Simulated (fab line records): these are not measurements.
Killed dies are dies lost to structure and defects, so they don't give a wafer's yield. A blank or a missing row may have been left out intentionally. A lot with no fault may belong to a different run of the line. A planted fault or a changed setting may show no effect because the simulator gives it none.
Matching of chambers || flow n5-finfet || 3 sister chambers for N5_PASSIVATION_PECVD_00 on pecvd-01
The step deposits SiO2 from SiH4/N2O, target thk 200 nm, time 11.2 s. 16 wafers are shown with their chamber, then 8 later ones without.

## WAFERS, EACH WITH ITS CHAMBER
{"wafer": "L080.1", "chamber": 1, "throttle-valve-pct (%)": 51.9, "showerhead-plenum-p-Torr (Torr)": 8.11, "heater-power-w (W)": 605}
{"wafer": "L080.2", "chamber": 2, "throttle-valve-pct (%)": 46.3, "showerhead-plenum-p-Torr (Torr)": 8.13, "heater-power-w (W)": 539}
{"wafer": "L080.3", "chamber": 0, "throttle-valve-pct (%)": 52.4, "showerhead-plenum-p-Torr (Torr)": 7.93, "heater-power-w (W)": 534}
{"wafer": "L080.4", "chamber": 2, "throttle-valve-pct (%)": 46.0, "showerhead-plenum-p-Torr (Torr)": 8.14, "heater-power-w (W)": 555}
{"wafer": "L080.5", "chamber": 0, "throttle-valve-pct (%)": 52.1, "showerhead-plenum-p-Torr (Torr)": 7.92, "heater-power-w (W)": 560}
{"wafer": "L080.6", "chamber": 1, "throttle-valve-pct (%)": 51.8, "showerhead-plenum-p-Torr (Torr)": 8.10, "heater-power-w (W)": 616}
{"wafer": "L082.2", "chamber": 2, "throttle-valve-pct (%)": 46.2, "showerhead-plenum-p-Torr (Torr)": 8.10, "heater-power-w (W)": 531}
{"wafer": "L082.4", "chamber": 2, "throttle-valve-pct (%)": 46.3, "showerhead-plenum-p-Torr (Torr)": 8.13, "heater-power-w (W)": 556}
{"wafer": "L082.6", "chamber": 0, "throttle-valve-pct (%)": 52.1, "showerhead-plenum-p-Torr (Torr)": 7.92, "heater-power-w (W)": 631}
{"wafer": "L081.1", "chamber": 2, "throttle-valve-pct (%)": 46.1, "showerhead-plenum-p-Torr (Torr)": 8.13, "heater-power-w (W)": 632}
{"wafer": "L081.3", "chamber": 1, "throttle-valve-pct (%)": 51.9, "showerhead-plenum-p-Torr (Torr)": 8.09, "heater-power-w (W)": 587}
{"wafer": "L081.5", "chamber": 1, "throttle-valve-pct (%)": 51.8, "showerhead-plenum-p-Torr (Torr)": 8.08, "heater-power-w (W)": 588}
{"wafer": "L083.1", "chamber": 2, "throttle-valve-pct (%)": 46.0, "showerhead-plenum-p-Torr (Torr)": 8.13, "heater-power-w (W)": 585}
{"wafer": "L083.5", "chamber": 0, "throttle-valve-pct (%)": 51.9, "showerhead-plenum-p-Torr (Torr)": 7.93, "heater-power-w (W)": 568}
{"wafer": "L083.6", "chamber": 1, "throttle-valve-pct (%)": 51.9, "showerhead-plenum-p-Torr (Torr)": 8.08, "heater-power-w (W)": 594}
{"wafer": "L085.1", "chamber": 0, "throttle-valve-pct (%)": 51.9, "showerhead-plenum-p-Torr (Torr)": 7.92, "heater-power-w (W)": 678}

SIGNATURES, as means of the wafers listed above
{"reading": "throttle-valve-pct", "chamber 0": 52.080, "chamber 1": 51.860, "chamber 2": 46.150, "scatter within a chamber": 0.145}
{"reading": "showerhead-plenum-p-Torr", "chamber 0": 7.9240, "chamber 1": 8.0920, "chamber 2": 8.1267, "scatter within a chamber": 0.0115}
{"reading": "heater-power-w", "chamber 0": 594.20, "chamber 1": 598.00, "chamber 2": 566.33, "scatter within a chamber": 40.5}
Rule: for each reading, subtract the chamber's mean from the wafer's reading, divide by that reading's scatter and square the result; add these up over the readings and take the root, which gives the wafer's distance from the chamber. If the next closest chamber is less than 2 further off than the closest, the wafer can't be placed; otherwise it belongs to the closest. How the scatter is found: for the shown wafers, subtract from each reading the mean of its chamber, square and add these, divide the total by (wafers less chambers), then take the root.

## WAFERS MISSING THEIR CHAMBER
{"wafer": "L085.4", "throttle-valve-pct (%)": 52.0, "showerhead-plenum-p-Torr (Torr)": 7.95, "heater-power-w (W)": 662}
{"wafer": "L085.5", "throttle-valve-pct (%)": 51.5, "showerhead-plenum-p-Torr (Torr)": 8.10, "heater-power-w (W)": 592}
{"wafer": "L091.1", "throttle-valve-pct (%)": 52.0, "showerhead-plenum-p-Torr (Torr)": 7.93, "heater-power-w (W)": 679}
{"wafer": "L091.3", "throttle-valve-pct (%)": 51.8, "showerhead-plenum-p-Torr (Torr)": 8.09, "heater-power-w (W)": 597}
{"wafer": "L091.4", "throttle-valve-pct (%)": 46.3, "showerhead-plenum-p-Torr (Torr)": 8.14, "heater-power-w (W)": 564}
{"wafer": "L095.1", "throttle-valve-pct (%)": 52.0, "showerhead-plenum-p-Torr (Torr)": 7.93, "heater-power-w (W)": 570}
{"wafer": "L095.3", "throttle-valve-pct (%)": 52.4, "showerhead-plenum-p-Torr (Torr)": 7.94, "heater-power-w (W)": 593}
{"wafer": "L095.4", "throttle-valve-pct (%)": 46.6, "showerhead-plenum-p-Torr (Torr)": 8.12, "heater-power-w (W)": 566}

## EACH ONE'S CHAMBER
{"wafer": "L085.4", "from the rows above": 0, "in truth": 0}
{"wafer": "L085.5", "from the rows above": 1, "in truth": 1}
{"wafer": "L091.1", "from the rows above": 0, "in truth": 0}
{"wafer": "L091.3", "from the rows above": 1, "in truth": 1}
{"wafer": "L091.4", "from the rows above": 2, "in truth": 2}
{"wafer": "L095.1", "from the rows above": 0, "in truth": 0}
{"wafer": "L095.3", "from the rows above": 0, "in truth": 0}
{"wafer": "L095.4", "from the rows above": 2, "in truth": 2}
8 of 8 placed correctly. Can't be placed from these rows: 0. 0 placed wrongly.
